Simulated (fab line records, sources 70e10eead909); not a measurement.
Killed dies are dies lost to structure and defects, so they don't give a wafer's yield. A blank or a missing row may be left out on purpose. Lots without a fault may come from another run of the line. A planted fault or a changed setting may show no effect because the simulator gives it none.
Chamber matching | flow nand_harc | NHARC_A_SGD_CUT_CMP_21 on cmp-04: 4 sister chambers
The step polishes, target thk 148.19 nm. 4 wafers are shown with their chamber, then 8 later ones without.

WAFERS WITH THEIR CHAMBER
wafer  | chamber | motor_current_A (A)
L081.5 | 2       | 11.2
L086.3 | 3       | 10.9
L086.4 | 1       | 10.3
L089.1 | 0       | 11.4

WAFERS WITHOUT THEIR CHAMBER
wafer  | motor_current_A (A)
L089.5 | 10.4
L089.6 | 10.7
L094.1 | 11.0
L094.4 | 10.0
L094.6 | 9.6
L095.3 | 9.7
L095.5 | 9.7
L095.6 | 10.4

WHICH CHAMBER EACH WENT THROUGH
wafer  | from the rows above               | in truth
L089.5 | can't be placed: 1 or 3 or 2      | 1
L089.6 | can't be placed: 3 or 1 or 2 or 0 | 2
L094.1 | can't be placed: 3 or 2 or 0 or 1 | 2
L094.4 | can't be placed: 1 or 3           | 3
L094.6 | can't be placed: 1 or 3           | 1
L095.3 | can't be placed: 1 or 3           | 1
L095.5 | can't be placed: 1 or 3           | 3
L095.6 | can't be placed: 1 or 3 or 2      | 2
Placed correctly: 0 of 8. Can't be placed from these rows: 8 (the true chamber is among the candidates in 8). Placed wrongly: 0.
How it was worked out, from the rows above alone: a wafer's distance from a chamber is the root of the sum, over the readings, of the square of ((its reading less the chamber's mean) divided by the reading's scatter). The wafer belongs to the nearest chamber; if the next one is less than 2 further off, it can't be placed. A chamber's mean is the mean of its shown wafers. The scatter: with one shown wafer a chamber, the root of the mean of the squares of how far each hidden wafer lies from its nearest shown one.
